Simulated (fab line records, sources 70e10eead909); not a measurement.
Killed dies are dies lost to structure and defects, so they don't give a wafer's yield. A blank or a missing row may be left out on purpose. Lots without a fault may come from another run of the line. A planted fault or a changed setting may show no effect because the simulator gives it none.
One fault seen from 3 desks | flow nand_harc | each desk has only its own numbers; what lay behind them comes last

THE METROLOGY DESK
What the gauges read, lot by lot, whatever tool the lot ran on: means of the sampled wafers that have a number. A lot is out of limits, marked OUT, if its mean lies more than 4 standard deviations from the usual mean; the brackets give that distance.
Columns: A = cd_nm at NHARC_P_ZERO_WELL_CD_MEAS_11, usual 500.4 nm; B = cd_nm at NHARC_P_ZERO_WELL_CD_MEAS_52, usual 2000.0 nm
lot  | first seen here | A     | B
L764 | day 1 13:14     | 500.6 | 2002.2
L765 | day 1 19:14     | 499.8 | 2002.1
L767 | day 2 07:14     | 501.7 | 2002.5
L769 | day 2 19:14     | 500.7 | 1997.0
L770 | day 3 01:15     | 500.4 | 1999.5
L771 | day 3 07:15     | 498.9 | 1997.3
L777 | day 4 19:14     | 503.2 | 1997.7
L778 | day 5 01:07     | 502.7 | 2003.7
L779 | day 5 07:15     | 500.2 | 1997.3
L780 | day 5 13:15     | 505.4 | 2001.4
L785 | day 6 19:08     | 497.5 | 2000.9
L786 | day 7 01:14     | 501.1 | 2001.7
This desk's finding: nothing out of limits on any of the 12 lots.

THE TOOL OWNER'S DESK: krf_scanner-03
The tool's own readings at NHARC_P_ZERO_WELL_EXPOSE_08 (exposes mask P ZERO, target cd 500 nm): means of the sampled wafers that have a number, for each lot that ran on this tool. A lot is out of limits, marked OUT, if its mean lies more than 4 standard deviations from the usual mean; the brackets give that distance.
Columns: A = focus_offset_nm at NHARC_P_ZERO_WELL_EXPOSE_08, usual 0.1 nm; B = reticle_temp_C at NHARC_P_ZERO_WELL_EXPOSE_08, usual 23.01 C
lot  | first seen here | A    | B
L764 | day 1 13:05     | 0.0  | 22.93
L765 | day 1 19:05     | -0.6 | 23.02
L771 | day 3 07:07     | -0.9 | 23.06
L777 | day 4 19:05     | -0.6 | 23.08
L778 | day 5 00:58     | 0.4  | 23.08
L780 | day 5 13:06     | 0.1  | 23.02
This desk's finding: nothing out of limits on any of the 6 lots.

THE DEFECT DESK
What the inspections along the route counted, lot by lot: means of the sampled wafers that have a number. A lot is out of limits, marked OUT, if its mean lies more than 4 standard deviations from the usual mean; the brackets give that distance.
Columns: A = raw_defect_count at NHARC_P_GATE_INSPECT_28, usual 7
lot  | first seen here | A
L764 | day 4 17:02     | 6
L765 | day 5 04:49     | 8
L767 | day 5 09:59     | 7
L769 | day 6 06:43     | 7
L770 | day 6 08:42     | 4
L771 | day 6 09:20     | 8
L777 | day 7 23:35     | 8
L778 | day 8 05:04     | 4
L779 | day 8 17:10     | 6
L780 | day 8 19:38     | 8
L785 | day 10 00:28    | 4
L786 | day 10 13:22    | 11
This desk's finding: nothing out of limits on any of the 12 lots.

PUT TOGETHER
The metrology desk saw nothing out of limits.
The tool owner's desk saw nothing out of limits.
The defect desk saw nothing out of limits.

WHAT THE SIMULATOR HAD PUT IN
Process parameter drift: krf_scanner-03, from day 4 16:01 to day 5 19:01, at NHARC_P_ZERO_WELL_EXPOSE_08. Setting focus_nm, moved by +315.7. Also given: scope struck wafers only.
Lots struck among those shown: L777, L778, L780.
